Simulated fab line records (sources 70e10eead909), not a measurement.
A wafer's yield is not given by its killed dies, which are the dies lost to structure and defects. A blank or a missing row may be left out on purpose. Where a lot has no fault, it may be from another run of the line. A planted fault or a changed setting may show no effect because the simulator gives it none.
Check for tools in common	flow nand-harc	Sample size 12 lots and 36 wafers

== REASON FOR OPENING ==
At NHARC_A_BONDPAD_THK_MEAS_30 the reading thk-nm is flagged on 2 of 12 lots. Fault-free wafers read 200.6 nm, with a standard deviation of 1.5.
Rule: flag the lot when none of its wafers has a number, or when each of its wafers that has one lies beyond 4 standard deviations from that mean. As for the other lots, they are considered sound.

lot	measured	on	thk-nm (nm), wafer by wafer	flag
L300	day 23 11:37	film-metro-02	200.8 200.8 199.9	
L302	day 24 02:53	film-metro-02	200.7 199.4 200.3	
L303	day 24 19:22	film-metro-02	198.5 199.7 201.0	
L305	day 25 14:17	film-metro-01	199.9 201.9 199.4	
L307	day 26 12:37	film-metro-01	200.7 199.0 200.2	
L309	day 26 16:32	film-metro-02	201.8 202.4 199.2	
L308	day 26 23:45	film-metro-01	198.5 199.6 197.5	
L310	day 27 15:29	film-metro-01	199.8 201.0 200.8	
L315	day 29 01:30	film-metro-02	200.2 201.7 202.0	
L314	day 29 11:47	film-metro-01	250.7 249.1 251.1	FLAGGED
L318	day 30 06:14	film-metro-01	242.6 243.3 247.1	FLAGGED
L323	day 32 11:32	film-metro-02	198.5 198.0 200.0	
Average over the flagged lots: 247.3 nm; offset from the usual +46.7 nm, equal to +31 standard deviations.

== LOT BY LOT: THE TOOL USED ==
Before the reading, the record contains 4 process steps out of a 1302-step route. Read each cell as the tool, then ch plus the chambers that the sampled wafers visited, then the start.
lot	flag	NHARC_A_M1_ETCH_15	NHARC_A_M1_CMP_23	NHARC_A_M1_DEP_33	NHARC_A_BONDPAD_CMP_29
L300		rie-diel-13 ch 0,1,3, day 23 09:50 or earlier	cmp-03 ch 0,2,3, day 23 09:50	pecvd-04 ch 0,1,2, day 23 10:27	cmp-01 ch 2,3, day 23 11:22
L302		rie-diel-13 ch 0,1,3, day 24 01:06 or earlier	cmp-01 ch 1,2,3, day 24 01:06	pecvd-02 ch 1,2, day 24 01:43	cmp-01 ch 0,2,3, day 24 02:40
L303		rie-diel-03 ch 0,1, day 24 17:31 or earlier	cmp-01 ch 1,3, day 24 17:31	pecvd-04 ch 0,1, day 24 18:08	cmp-01 ch 2,3, day 24 19:06
L305		rie-diel-13 ch 1,2,3, day 25 12:21 or earlier	cmp-01 ch 0,2,3, day 25 12:21	pecvd-04 ch 0,1, day 25 12:56	cmp-02 ch 0,2, day 25 14:04
L307		rie-diel-13 ch 0,1, day 26 10:50 or earlier	cmp-01 ch 0,1,2, day 26 10:50	pecvd-02 ch 0,2, day 26 11:24	cmp-01 ch 1,3, day 26 12:23
L309		rie-diel-08 ch 0,3, day 26 14:42 or earlier	cmp-01 ch 0,1, day 26 14:42	pecvd-02 ch 0,1, day 26 15:19	cmp-03 ch 0,1,3, day 26 16:19
L308		rie-diel-13 ch 2,3, day 26 22:01 or earlier	cmp-01 ch 0,2,3, day 26 22:01	pecvd-02 ch 0,1, day 26 22:38	cmp-02 ch 0,2,3, day 26 23:34
L310		rie-diel-13 ch 2,3, day 27 13:38 or earlier	cmp-01 ch 2,3, day 27 13:38	pecvd-03 ch 0,1,2, day 27 14:21	cmp-02 ch 0,3, day 27 15:16
L315		rie-diel-13 ch 1,3, day 28 23:40 or earlier	cmp-01 ch 1,2,3, day 28 23:40	pecvd-03 ch 0,1,2, day 29 00:17	cmp-01 ch 0,2,3, day 29 01:15
L314	FLAGGED	rie-diel-13 ch 0,2,3, day 29 10:00 or earlier	cmp-04 ch 0,1,2, day 29 10:00	pecvd-03 ch 0,1,2, day 29 10:35	cmp-02 ch 1,2,3, day 29 11:32
L318	FLAGGED	rie-diel-08 ch 0,1,2, day 30 04:25 or earlier	cmp-03 ch 0,3, day 30 04:25	pecvd-03 ch 0,2, day 30 05:01	cmp-02 ch 1,2, day 30 05:59
L323		rie-diel-08 ch 0,2,3, day 32 09:33 or earlier	cmp-04 ch 0,1,3, day 32 09:33	pecvd-03 ch 0,1,2, day 32 10:09	cmp-03 ch 1,2,3, day 32 11:17
What the steps here do:
- NHARC_A_M1_ETCH_15: etches the open film in C4F8/Ar, target depth 182.5 nm, time 91.2 s.
- NHARC_A_M1_CMP_23: polishes, t overpolish 20 s, target thk 154.34 nm.
- NHARC_A_M1_DEP_33: deposits SiCN, target thk 30 nm.
- NHARC_A_BONDPAD_CMP_29: polishes SiCN, target thk 200 nm.
- NHARC_A_BONDPAD_THK_MEAS_30: measures by ellipsometry.

== FLAGGED OVER TOTAL, TOOL BY TOOL (the gauges that took the reading come last) ==
step	tool	lots run	flagged	share of the flagged lots	sound lots run after its first flagged lot
NHARC_A_M1_ETCH_15	rie-diel-03	1	0	none	-
NHARC_A_M1_ETCH_15	rie-diel-08	3	1	some	1 (L323)
NHARC_A_M1_ETCH_15	rie-diel-13	8	1	some	0
NHARC_A_M1_CMP_23	cmp-01	8	0	none	-
NHARC_A_M1_CMP_23	cmp-03	2	1	some	0
NHARC_A_M1_CMP_23	cmp-04	2	1	some	1 (L323)
NHARC_A_M1_DEP_33	pecvd-02	4	0	none	-
NHARC_A_M1_DEP_33	pecvd-03	5	2	all	1 (L323)
NHARC_A_M1_DEP_33	pecvd-04	3	0	none	-
NHARC_A_BONDPAD_CMP_29	cmp-01	5	0	none	-
NHARC_A_BONDPAD_CMP_29	cmp-02	5	2	all	0
NHARC_A_BONDPAD_CMP_29	cmp-03	2	0	none	-
NHARC_A_BONDPAD_THK_MEAS_30	film-metro-01	6	2	all	0
NHARC_A_BONDPAD_THK_MEAS_30	film-metro-02	6	0	none	-
NHARC_A_M1_ETCH_15: start missing for some lots; hours and lot order therefore follow NHARC_A_M1_CMP_23.

== WHAT THE TABLE PERMITS ==
Every flagged lot was run by 3 rows of the table: pecvd-03 at NHARC_A_M1_DEP_33, cmp-02 at NHARC_A_BONDPAD_CMP_29 and film-metro-01 at NHARC_A_BONDPAD_THK_MEAS_30.
- pecvd-03 at NHARC_A_M1_DEP_33: 2 of its 5 lots flagged. Lots that were sound ran on it after the first flagged one (L323); a persistent fault on the entire tool would not allow that.
- cmp-02 at NHARC_A_BONDPAD_CMP_29: 2 of its 5 lots flagged. Last sound lot L310 at day 27 15:16, first flagged lot L314 at day 29 11:32; a fault beginning in between fits. On the flagged lots its readings are blank where sound lots have values: edge-zone-pressure-frac, motor-current-A.
- film-metro-01 at NHARC_A_BONDPAD_THK_MEAS_30: 2 of its 6 lots flagged. Last sound lot L310 at day 27 15:29, first flagged lot L314 at day 29 11:47; a fault beginning in between fits.
Because each of these 2 tools fits a fault that began at some hour, counting lots does not separate them. More lots, or a look at what each step does to the wafer, might.

== WHAT THE SIMULATOR HAD INSERTED ==
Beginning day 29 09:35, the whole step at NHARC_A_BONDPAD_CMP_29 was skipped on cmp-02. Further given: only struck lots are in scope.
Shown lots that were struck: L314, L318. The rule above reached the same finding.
